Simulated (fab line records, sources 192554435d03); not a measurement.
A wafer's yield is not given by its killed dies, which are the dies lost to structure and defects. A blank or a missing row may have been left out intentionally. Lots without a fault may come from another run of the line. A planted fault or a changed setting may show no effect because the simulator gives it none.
Lot-split experiment | flow n5 finfet | 39 wafers read from 7 lots, route of 1938 steps

## THE SPLIT ITSELF
At N5_SD_EPI_N_EPI_21 (deposits Si:P, time 690 s), the setting epi growth time s was moved away from the recipe's 690 s on 9 of the 39 wafers read, by -19.1% to +48.6%. For the rest of the wafers, this setting stayed at what the recipe calls for.

Reading taken at the split's own step.

## THE READING
Si-P_of_SD_EPI_N_EPI_21.thk nm (the simulator's own value, which no gauge read), in nm, at N5_SD_EPI_N_EPI_21 (deposits Si:P, time 690 s). The file does not state a usual value for it. Across the 30 wafers here that went through the recipe, the average is 59.0 nm and the standard deviation 0.66 nm.

wafer  | tool, chamber at the split | epi growth time s as run, s | against the recipe | Si-P_of_SD_EPI_N_EPI_21.thk nm, nm | against lot-mates on the recipe
L075.1 | epi rpcvd-04, 0            | 558.4                       | -19.1%             | 51.8                               | -7.4
L075.2 | epi rpcvd-04, 0            | 558.4                       | -19.1%             | 51.4                               | -7.8
L075.4 | epi rpcvd-04, 0            | 558.4                       | -19.1%             | 51.4                               | -7.8
L075.3 | epi rpcvd-04, 0            | 690                         | recipe             | 59.6                               | -
L075.5 | epi rpcvd-04, 0            | 690                         | recipe             | 59.2                               | -
L075.6 | epi rpcvd-04, 0            | 690                         | recipe             | 58.8                               | -
L078.1 | epi rpcvd-03, 0            | 690                         | recipe             | 60.2                               | -
L078.5 | epi rpcvd-03, 0            | 690                         | recipe             | 60                                 | -
L078.6 | epi rpcvd-03, 0            | 690                         | recipe             | 60                                 | -
L080.1 | epi rpcvd-03, 0            | 850.6                       | +23.3%             | 68.6                               | +10.4
L080.2 | epi rpcvd-03, 0            | 850.6                       | +23.3%             | 68.2                               | +10.0
L080.3 | epi rpcvd-03, 0            | 690                         | recipe             | 58.6                               | -
L080.4 | epi rpcvd-03, 0            | 850.6                       | +23.3%             | 67.8                               | +9.6
L080.5 | epi rpcvd-03, 0            | 690                         | recipe             | 57.8                               | -
L080.6 | epi rpcvd-03, 0            | 690                         | recipe             | 58.2                               | -
L084.1 | epi rpcvd-04, 0            | 690                         | recipe             | 58.6                               | -
L084.4 | epi rpcvd-04, 0            | 690                         | recipe             | 58.6                               | -
L084.2 | epi rpcvd-04, 0            | 690                         | recipe             | 59                                 | -
L084.3 | epi rpcvd-04, 0            | 1025                        | +48.6%             | 77.4                               | +18.7
L084.5 | epi rpcvd-04, 0            | 1025                        | +48.6%             | 77.8                               | +19.1
L084.6 | epi rpcvd-04, 0            | 1025                        | +48.6%             | 78.2                               | +19.5
L085.1 | epi rpcvd-01, 0            | 690                         | recipe             | 58.6                               | -
L085.4 | epi rpcvd-01, 0            | 690                         | recipe             | 58.6                               | -
L085.6 | epi rpcvd-01, 0            | 690                         | recipe             | 58.6                               | -
L085.2 | epi rpcvd-01, 0            | 690                         | recipe             | 58                                 | -
L085.3 | epi rpcvd-01, 0            | 690                         | recipe             | 57.8                               | -
L085.5 | epi rpcvd-01, 0            | 690                         | recipe             | 58.2                               | -
L088.1 | epi rpcvd-01, 0            | 690                         | recipe             | 59                                 | -
L088.2 | epi rpcvd-01, 0            | 690                         | recipe             | 59.6                               | -
L088.3 | epi rpcvd-01, 0            | 690                         | recipe             | 59.6                               | -
L088.6 | epi rpcvd-01, 0            | 690                         | recipe             | 59.6                               | -
L088.4 | epi rpcvd-01, 0            | 690                         | recipe             | 58.6                               | -
L088.5 | epi rpcvd-01, 0            | 690                         | recipe             | 58.8                               | -
L095.1 | epi rpcvd-01, 0            | 690                         | recipe             | 59.6                               | -
L095.2 | epi rpcvd-01, 0            | 690                         | recipe             | 59.2                               | -
L095.6 | epi rpcvd-01, 0            | 690                         | recipe             | 59.2                               | -
L095.3 | epi rpcvd-01, 0            | 690                         | recipe             | 60                                 | -
L095.4 | epi rpcvd-01, 0            | 690                         | recipe             | 59.4                               | -
L095.5 | epi rpcvd-01, 0            | 690                         | recipe             | 59.4                               | -

FIT RESULTS
A straight line over all 39 wafers: Si-P_of_SD_EPI_N_EPI_21.thk nm changes by +0.389 nm for each +1% of epi growth time s; r = +1.00; the points scatter about the line by 0.61 nm.
The same after taking each lot's own level away (the mean of its wafers on the recipe; 39 wafers): +0.399 nm for each +1%; r = +1.00; scatter 0.38 nm.
The reading moves by 19 nm for the largest change in epi growth time s, on that fit.
Across the lots, their own levels run from 58.20 to 60.07 nm, a range of 2.8 times the standard deviation given above.
Hence the lot-to-lot level has little effect on the slope; both slopes agree.
Check: for one of the wafers moved furthest among these (+48.6%), held out of the fit, the line's prediction against its lot-mates is +19.7 nm. Against them it came out at +18.7 nm.

## ADDITIONAL SPLITS CARRIED BY THESE WAFERS
Other splits were also applied to these wafers ahead of the reading. Each is held against what the fit with the lots' levels taken away leaves over:
other split on the same wafers     | wafers away from the commonest value | r with Si-P_of_SD_EPI_N_EPI_21.thk nm (lot level and that fit taken away)
N5_FIN_SAQP_HM_DEP_03 target thk a | 15                                   | -0.22

## THE WHOLE CHAIN: every reading that the file lists as answering this split, in the file's order
step                    | what it does              | reading                                                                         | change (the file's fit)              | r (the file's)
N5_SD_EPI_N_EPI_21      | deposits Si:P, time 690 s | Si-P_of_SD_EPI_N_EPI_21.thk nm (the simulator's own value, which no gauge read) | +0.4 nm for each +1% of the setting  | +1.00
N5_SD_EPI_N_EPI_MEAS_23 |                           | thk nm                                                                          | withheld for each +1% of the setting | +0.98

## FILE'S OWN FIT
Si-P_of_SD_EPI_N_EPI_21.thk nm changes by +0.4 nm for each +1% of epi growth time s, r = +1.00.
